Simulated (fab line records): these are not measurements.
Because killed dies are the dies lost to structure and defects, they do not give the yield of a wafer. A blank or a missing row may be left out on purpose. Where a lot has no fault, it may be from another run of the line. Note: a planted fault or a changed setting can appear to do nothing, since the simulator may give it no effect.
One fault seen from 3 desks | flow n5_finfet | numbers are kept per desk, each desk with only its own; the story behind them comes last

== THE DEFECT DESK ==
Per lot, the means of the sampled wafers with a number show what the inspections along the route counted. The brackets show how far a lot's mean lies from the usual mean; more than 4 standard deviations puts the lot out of limits, marked OUT.
Columns: A = raw_defect_count at N5_WELL_APT_INSPECT_27, usual 1.9
lot  | first seen here | A
L899 | day 1 14:56     | 0.7
L900 | day 1 21:08     | 2.0
L901 | day 2 03:34     | 2.3
L902 | day 2 08:52     | 2.3
L903 | day 2 14:53     | 1.0
L905 | day 3 03:07     | 0.3
L906 | day 3 08:59     | 1.7
L907 | day 3 15:01     | 2.0
L913 | day 5 02:52     | 0.5
L915 | day 5 15:01     | 2.0
L922 | day 7 09:08     | 1.5
Result from this desk: across the 11 lots, nothing is out of limits.

== AT THE METROLOGY DESK ==
What the gauges read for every lot (on any tool): the sampled wafers with a number, averaged. The brackets show how far a lot's mean lies from the usual mean; more than 4 standard deviations puts the lot out of limits, marked OUT. Readings shown: 7 out of 11 (the first out of limits, and those lying furthest out on some lot).
Columns: A = DIBL_N at N5_BEOL_M4_RC_MEAS_101, usual 36.5 mV/V; B = DIBL_P at N5_BEOL_M4_RC_MEAS_101, usual 36.9 mV/V; C = IOFF_N at N5_BEOL_M4_RC_MEAS_101, usual 0.17 nA/um; D = IOFF_P at N5_BEOL_M4_RC_MEAS_101, usual 0.22 nA/um; E = RS_NWELL at N5_BEOL_M4_RC_MEAS_101, usual 1036 ohm/sq; F = SS_N at N5_BEOL_M4_RC_MEAS_101, usual 71.6 mV/dec; G = SS_P at N5_BEOL_M4_RC_MEAS_101, usual 73.5 mV/dec
lot  | first seen here | A    | B    | C    | D    | E              | F    | G
L899 | day 8 10:38     | 33.9 | 33.9 | 0.11 | 0.15 | 1025           | 70.8 | 72.0
L900 | day 9 04:32     | 35.9 | 36.2 | 0.15 | 0.21 | 1031           | 71.3 | 73.3
L901 | day 9 11:28     | 35.6 | 36.6 | 0.13 | 0.20 | 1034           | 71.5 | 72.8
L902 | day 9 15:00     | 36.3 | 35.8 | 0.15 | 0.21 | 1046           | 71.6 | 72.9
L903 | day 9 17:33     | 34.5 | 34.1 | 0.13 | 0.17 | 1039           | 71.6 | 72.5
L905 | day 9 21:05     | 35.9 | 37.1 | 0.17 | 0.21 | 1043           | 71.9 | 74.1
L907 | day 11 02:48    | 35.9 | 35.3 | 0.14 | 0.19 | 1705 (+88) OUT | 72.3 | 73.3
L913 | day 12 04:52    | 35.8 | 36.3 | 0.14 | 0.19 | 1036           | 71.2 | 73.5
L915 | day 12 22:58    | 37.9 | 37.8 | 0.21 | 0.25 | 1042           | 72.0 | 73.8
L922 | day 15 04:48    | 41.2 | 43.5 | 0.26 | 0.31 | 1044           | 72.8 | 74.8
This desk's finding: out of limits on L907; first on L907, day 11 02:48 (RS_NWELL at N5_BEOL_M4_RC_MEAS_101). Within limits: L899, L900, L901, L902, L903, L905, L913, L915, L922.

== THE TOOL OWNER'S DESK: implanter-01 ==
N5_WELL_APT_IMPLANT_14, tool's own readings: per-lot mean of the sampled wafers with a number, covering each lot this tool ran. The brackets show how far a lot's mean lies from the usual mean; more than 4 standard deviations puts the lot out of limits, marked OUT.
Columns: A = dose_ions_cm2 at N5_WELL_APT_IMPLANT_14, usual 1.4998e+13; B = faraday_current_uA at N5_WELL_APT_IMPLANT_14, usual 190; C = rotation_deg at N5_WELL_APT_IMPLANT_14, usual 0.002 degrees
lot  | first seen here | A                            | B            | C
L900 | day 1 20:02     | 1.5017e+13                   | 188          | 0.007
L902 | day 2 07:45     | 1.5003e+13                   | 193          | 0.001
L906 | day 3 08:01     | 6.1820e+12 (-99 or more) OUT | 77 (-30) OUT | -0.019
L907 | day 3 13:56     | 6.2193e+12 (-99 or more) OUT | 78 (-30) OUT | 0.005
Finding of this desk: L906, L907 out of limits; the first was L906 at day 3 08:01, on dose_ions_cm2 at N5_WELL_APT_IMPLANT_14. Within limits: L900, L902.

== TAKEN TOGETHER ==
The tool owner's desk had the chance to raise an alarm at day 3 08:01 on L906, L907.
Metrology desk: alarm possible at day 11 02:48 on L907.
Nothing the defect desk looked at was out of limits.
The defect desk has L906, L907 on record, within its limits.
The metrology desk has no number on record for L906.
All the named lots went through N5_WELL_APT_IMPLANT_14 on implanter-01.

== WHAT THE SIMULATOR PUT IN ==
Process parameters drifting: implanter-01 at N5_WELL_APT_IMPLANT_14, beginning at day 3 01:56. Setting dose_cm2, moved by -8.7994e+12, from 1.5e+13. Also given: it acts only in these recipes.
Struck lots among those shown: L906, L907.
Delay (hours) between the fault's onset and each desk's first out-of-limits reading: 6 at the tool owner's desk, 193 at the metrology desk.
